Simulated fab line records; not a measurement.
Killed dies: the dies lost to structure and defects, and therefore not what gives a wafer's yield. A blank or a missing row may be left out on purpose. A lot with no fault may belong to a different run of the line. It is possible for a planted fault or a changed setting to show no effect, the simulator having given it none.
Chamber matching -- flow nandHarc -- NHARC_A_ZERO_WELL_ETCH_19 on rieDiel-12: 4 sister chambers
The step etches the open film in N2/H2, target depth 80 nm, overetch 24 nm, time 87.88 s. 14 wafers are shown with their chamber, then 7 later ones without.

== WAFERS PAIRED WITH THEIR CHAMBERS ==
wafer,chamber,rfVppV (V),oesProductAu (a.u.),chamberPressureMTorr (mTorr)
L078.2,0,427.3,0.999,29.950
L078.4,3,425.9,1.011,29.960
L078.6,3,426.9,1.017,29.966
L079.3,1,428.2,1.008,30.011
L079.4,3,426.3,1.015,30.007
L079.5,3,427.2,1.006,29.986
L083.3,1,429.0,1.023,30.001
L083.4,3,427.4,1.018,29.985
L083.5,2,432.2,1.003,29.989
L087.2,3,427.6,1.003,30.000
L087.5,1,429.9,1.020,30.000
L087.6,0,427.3,1.003,29.959
L091.3,3,425.5,1.013,30.014
L091.4,1,430.1,1.016,29.955

SIGNATURES (means of the wafers above)
reading,chamber 0,chamber 1,chamber 2,chamber 3,scatter within a chamber
rfVppV,427.300,429.300,432.200,426.686,0.783
oesProductAu,1.00100,1.01675,1.00300,1.01186,0.00569
chamberPressureMTorr,29.95450,29.99175,29.98900,29.98829,0.0209
Rule: distance of a wafer from a chamber = root of the sum over the readings of ((wafer's reading minus chamber's mean) / reading's scatter) squared. If the next closest chamber is less than 2 further off than the closest, the wafer can't be placed; otherwise it belongs to the closest. The scatter: the root of (the sum of the squares of (reading less its chamber's mean) over the shown wafers, divided by (wafers less chambers)).

== WAFERS MISSING THEIR CHAMBER ==
wafer,rfVppV (V),oesProductAu (a.u.),chamberPressureMTorr (mTorr)
L091.5,426.1,1.009,30.009
L093.3,427.1,1.004,30.041
L093.5,433.2,1.005,30.019
L093.6,429.0,1.018,30.019
L095.3,426.4,1.008,30.005
L095.4,427.8,1.008,29.979
L095.6,427.1,1.013,29.991

== CHAMBER TAKEN BY EACH ==
wafer,from the rows above,in truth
L091.5,can't be placed: 3 or 0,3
L093.3,can't be placed: 3 or 0 or 1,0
L093.5,2,2
L093.6,1,1
L095.3,can't be placed: 3 or 0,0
L095.4,can't be placed: 3 or 0 or 1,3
L095.6,3,3
Correct placement for 3 of the 7. Not placeable from these rows: 4 (in 4, the candidates include the true chamber). Number placed wrongly: 0.
